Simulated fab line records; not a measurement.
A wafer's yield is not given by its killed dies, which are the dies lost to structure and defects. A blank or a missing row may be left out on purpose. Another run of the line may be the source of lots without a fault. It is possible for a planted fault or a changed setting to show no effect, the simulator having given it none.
Struck lot and sound lot, side by side -- flow n5-finfet -- 37 steps out of a route of 1938
Sound: these wafers, L332.1, L332.3, L332.4. Struck: wafers L354.1, L354.4, L354.5. Last of all comes the cause.
At each step with rows: each side's tool, then ch and its chambers, then its first start. Under that, the readings that differ: sound wafers -- struck wafers -- difference of the means -- sigmas: that difference in standard deviations of wafers without a fault.
alike: readings whose means differ by less than 2 such deviations, and words and numbers that are the same on both sides. not compared: withheld readings, readings that some wafer has no value for, bounds like >300 that may hide the same value, and numbers for which the record gives no deviation and whose values overlap.
Wherever a step has rows on one side only, a row that says differs or no value, or a row with sigmas, the two part there. Numbers that have no deviation but don't overlap get no sigmas and don't part them. Lack of a reading on every wafer of one side parts them only where that side has two or more wafers.

first, 9 steps without rows for these wafers: N5_BEOL_M4_ANNEAL_95 (time 240 s); N5_BEOL_M4_SPUTTER_96 (material Cu, target thk 4.5 nm, time 8.29 s); N5_BEOL_M4_ECD_50 (material Cu, target thk 300 nm); N5_BEOL_M4_ANNEAL_51 (time 90 s); N5_BEOL_M4_CMP_52 (polishes, stops on SiOC, t overpolish 6.8 s, target thk 40 nm); N5_BEOL_M4_PRE_CLEAN_60 (time 15 s); N5_BEOL_M4_CO_CAP_55 (material Co, precursor CCTBA/H2, target thk 2 nm, time 102.1 s); N5_BEOL_M4_PRE_CLEAN_56 (time 15 s); N5_BEOL_M4_DEP_57 (deposits SiCN from 3MS/NH3, target thk 8 nm, time 14 s).
N5_BEOL_M4_RC_MEAS_101:
  sound on prober-01 ch 0, day 9 11:01; struck on prober-02 ch 0, day 14 07:40
reading,sound,struck,difference,sigmas
ION_N (uA/um),656 659 661,682 688 692,+29,+2
  alike: DIBL_N, DIBL_P, IOFF_N, IOFF_P, ION_P, SS_N, SS_P, VT_N, VT_P
then, 24 steps without rows for these wafers: N5_BEOL_M5_ILD_DEP_00 (deposits SiCOH lowk from DEMS/porogen, target thk 140.64 nm, time 25.9 s); N5_BEOL_M5_CURE_79 (cures SiCOH lowk, time 240 s); N5_BEOL_M5_PECVD_70 (deposits SiO2 from TEOS/O2, target thk 16 nm, time 18 s); N5_BEOL_M5_HM_DEP_02 (deposits TiN, target thk 20 nm); N5_BEOL_M5_COAT_59 (time 60 s, resist thk 60 nm); N5_BEOL_M5_COAT_60 (time 60 s, resist thk 12 nm); N5_BEOL_M5_COAT_71 (time 60 s, resist thk 5 nm); N5_BEOL_M5_COAT_05 (resist thk 30 nm); N5_BEOL_M5_EBR_07; N5_BEOL_M5_SOFTBAKE_06 (time 60 s); N5_BEOL_M5_EXPOSE_08 (exposes mask M5, target cd 28 nm); N5_BEOL_M5_PEB_09 (peb time 60 s); N5_BEOL_M5_DEVELOP_10 (develop time 30 s); N5_BEOL_M5_DESCUM_16 (chemistry O2, time 7 s); N5_BEOL_M5_ETCH_72 (etches underlayer in N2/H2, target depth 6.5 nm, time 5.2 s); N5_BEOL_M5_ETCH_61 (etches SiARC in CF4, target depth 15.6 nm, time 26 s); N5_BEOL_M5_ETCH_62 (etches SOC in N2/H2, target depth 75 nm, overetch 15 nm, time 112.5 s); N5_BEOL_M5_STRIP_63 (strips in N2/H2); N5_BEOL_M5_STRIP_73 (strips in N2/H2); N5_BEOL_M5_STRIP_64 (strips in CF4); N5_BEOL_M5_HM_OPEN_17 (chemistry Cl2/BCl3, target TiN, target depth 20 nm, overetch 6 nm); N5_BEOL_M5_STRIP_19 (strips in O2); N5_BEOL_M5_COAT_65 (time 60 s, resist thk 60 nm); N5_BEOL_M5_COAT_66 (time 60 s, resist thk 12 nm).
N5_BEOL_M6_CVD_78: deposits Co from CCTBA/H2, target thk 2 nm, time 142.3 s.
  sound on cvd-co-01 ch 1,2, day 10 07:43; struck on cvd-co-02 ch 0,2, day 15 18:22
  no value came back on the struck wafers for chamber-pressure-Torr (Torr), run-length-s (s); on the sound wafers chamber-pressure-Torr (Torr) reads 30.01 30.01 29.99
N5_BEOL_M6_CMP_52: polishes, stops on SiCOH lowk, t overpolish 6.9 s, target thk 80 nm.
  sound on cmp-02 ch 1,2,3, day 10 08:41; struck on cmp-04 ch 0,2,3, day 15 19:08
reading,sound,struck,difference,sigmas
barrier-field-endpoint-s (s),28.0 28.4 28.1,25.7 27.6 26.1,-1.7,-3
  alike: head-pressure-psi, motor-current-A, slurry-filter-dp-kPa
  not compared: pad-life-wafers
-- record jumps: 4 days separate the struck wafers' starts on either side; left off in module BEOL_M6, taken up again in module PASSIVATION, whose first shown step is the route's number 1936 --
N5_PASSIVATION_PROBE_49:
  sound: prober-01 at day 14 05:11; struck: prober-01 at day 19 14:09
reading,sound,struck,difference,sigmas
defect-limited-yield (%),90.3 90.8 92.5,11.1 11.9 13.8,-78.9,-56
killed_at_M4_up,12 12 8,952 978 928,+942,+99 or more
killed-dies,115 108 88,1049 1040 1017,+932,+55
killed-on-rim,17 12 9,105 112 150,+110,+26
sort_bin_5_function (%),5.3 5.8 4.9,75.4 75.8 73.0,+69.4,+74
sort_bin_6_memory (%),4.1 3.1 2.0,13.3 11.9 13.1,+9.7,+14
sort-n-pass,1065 1072 1092,131 140 163,-932,-55
sort-yield-pct (%),90.3 90.8 92.5,11.1 11.9 13.8,-78.9,-56
  alike: killed_at_M0_to_M3, killed-at-contacts, killed-at-front-end, killed-at-other, killed-open, killed-short, sort_bin_8_speed

WHERE THEY PART
At N5_BEOL_M4_RC_MEAS_101 first; at N5_PASSIVATION_PROBE_49 last (within this record only).

WHY: what had been put in by the simulator
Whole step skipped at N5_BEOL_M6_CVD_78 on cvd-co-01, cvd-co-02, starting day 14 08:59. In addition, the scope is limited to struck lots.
